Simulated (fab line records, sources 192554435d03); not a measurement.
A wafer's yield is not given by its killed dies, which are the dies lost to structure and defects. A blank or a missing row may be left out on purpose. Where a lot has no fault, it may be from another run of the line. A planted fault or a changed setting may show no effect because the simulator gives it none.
Check for tools in common | flow n5_finfet | 8 lots, 24 wafers sampled

## REASON FOR OPENING
Of 8 lots, 2 have the reading SD_P_BLK_OVL flagged at N5_SD_EPI_P_OVL_MEAS_10. No-fault wafers: -0.3 nm, standard deviation 0.84.
Rule: a lot is flagged when every wafer of it that has a number lies more than 4 standard deviations from that mean, or none has a number. All remaining lots are regarded as sound.

lot  | measured    | on         | SD_P_BLK_OVL (nm), wafer by wafer | flag
L972 | day 3 06:26 | overlay-01 | -1.2 -0.1 -0.8                    |
L974 | day 3 18:13 | overlay-01 | 0.7 -0.2 1.8                      |
L983 | day 6 01:18 | overlay-02 | -0.5 0.0 0.0                      |
L990 | day 8 00:13 | overlay-01 | 53.0 54.5 53.5                    | FLAGGED
L991 | day 8 04:19 | overlay-02 | 52.4 52.8 50.7                    | FLAGGED
L993 | day 8 14:29 | overlay-02 | -0.3 -0.4 -1.3                    |
L994 | day 8 19:43 | overlay-02 | -1.1 -0.6 -0.1                    |
L995 | day 9 01:53 | overlay-02 | 0.5 0.6 -0.7                      |
The mean of the flagged lots' numbers is 52.8 nm, +53.1 nm from the usual (+63 standard deviations).

## LOT BY LOT: THE TOOL USED
3 process steps preceding the reading are held in the record, out of 1938 steps in the route. Every cell lists first the tool, next ch and the chambers used by the sampled wafers, and last the start.
lot  | flag    | N5_SD_EPI_N_ETCHBACK_44           | N5_SD_EPI_N_SD_RECESS_17        | N5_SD_EPI_P_EXPOSE_06
L972 |         | rie_diel-06 ch 0,2,3, day 3 02:28 | rie_si-06 ch 0,1, day 3 02:44   | arfi_scanner-02 ch 0, day 3 06:18
L974 |         | rie_diel-01 ch 0,1,2, day 3 14:09 | rie_si-03 ch 0,1,2, day 3 14:25 | arfi_scanner-02 ch 0, day 3 18:03
L983 |         | rie_diel-01 ch 0,3, day 5 21:17   | rie_si-03 ch 0,3, day 5 21:34   | arfi_scanner-03 ch 0, day 6 01:09
L990 | FLAGGED | rie_diel-01 ch 0,1,3, day 7 19:25 | rie_si-03 ch 0,1,2, day 7 19:41 | arfi_scanner-02 ch 0, day 8 00:04
L991 | FLAGGED | rie_diel-06 ch 0,1, day 7 23:08   | rie_si-06 ch 0,1, day 7 23:25   | arfi_scanner-02 ch 0, day 8 04:10
L993 |         | rie_diel-01 ch 0,1,3, day 8 10:31 | rie_si-02 ch 1,2,3, day 8 10:47 | arfi_scanner-01 ch 0, day 8 14:19
L994 |         | rie_diel-02 ch 0,1,3, day 8 15:38 | rie_si-06 ch 0,3, day 8 15:54   | arfi_scanner-01 ch 0, day 8 19:34
L995 |         | rie_diel-02 ch 0,2,3, day 8 21:19 | rie_si-06 ch 0,2,3, day 8 21:35 | arfi_scanner-01 ch 0, day 9 01:44
What these steps do:
- N5_SD_EPI_N_ETCHBACK_44: etches SiNx in CH3F/O2, stops on SiO2, target depth 14.5 nm.
- N5_SD_EPI_N_SD_RECESS_17: chemistry HBr/Cl2/O2, target depth 41 nm, time 23.7 s, bt time 3 s.
- N5_SD_EPI_P_EXPOSE_06: exposes mask SD P BLK, target cd 240 nm.
- N5_SD_EPI_P_OVL_MEAS_10

## FLAGGED AGAINST TOTAL, ONE TOOL AT A TIME (gauges that did the reading follow at the end)
step                     | tool            | lots run | flagged | share of the flagged lots | sound lots run after its first flagged lot
N5_SD_EPI_N_ETCHBACK_44  | rie_diel-01     | 4        | 1       | some                      | 1 (L993)
N5_SD_EPI_N_ETCHBACK_44  | rie_diel-02     | 2        | 0       | none                      | -
N5_SD_EPI_N_ETCHBACK_44  | rie_diel-06     | 2        | 1       | some                      | 0
N5_SD_EPI_N_SD_RECESS_17 | rie_si-02       | 1        | 0       | none                      | -
N5_SD_EPI_N_SD_RECESS_17 | rie_si-03       | 3        | 1       | some                      | 0
N5_SD_EPI_N_SD_RECESS_17 | rie_si-06       | 4        | 1       | some                      | 2 (L994,L995)
N5_SD_EPI_P_EXPOSE_06    | arfi_scanner-01 | 3        | 0       | none                      | -
N5_SD_EPI_P_EXPOSE_06    | arfi_scanner-02 | 4        | 2       | all                       | 0
N5_SD_EPI_P_EXPOSE_06    | arfi_scanner-03 | 1        | 0       | none                      | -
N5_SD_EPI_P_OVL_MEAS_10  | overlay-01      | 3        | 1       | some                      | 0
N5_SD_EPI_P_OVL_MEAS_10  | overlay-02      | 5        | 1       | some                      | 3 (L993,L994,L995)

## WHAT IS ALLOWED BY THE TABLE
1 row of the table ran every flagged lot: arfi_scanner-02 at N5_SD_EPI_P_EXPOSE_06.
- arfi_scanner-02 at N5_SD_EPI_P_EXPOSE_06 ran 4 lots, 2 of them flagged. Last sound lot L974 at day 3 18:03, first flagged lot L990 at day 8 00:04; a fault beginning in between fits.
Just one tool remains: arfi_scanner-02 at N5_SD_EPI_P_EXPOSE_06.

## WHAT THE SIMULATOR HAD PUT IN
Scanner matching overlay: arfi_scanner-02, from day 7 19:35 on, at N5_SD_EPI_P_EXPOSE_06. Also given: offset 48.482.
Struck lots among those shown: L990, L991. The rule above found the same.
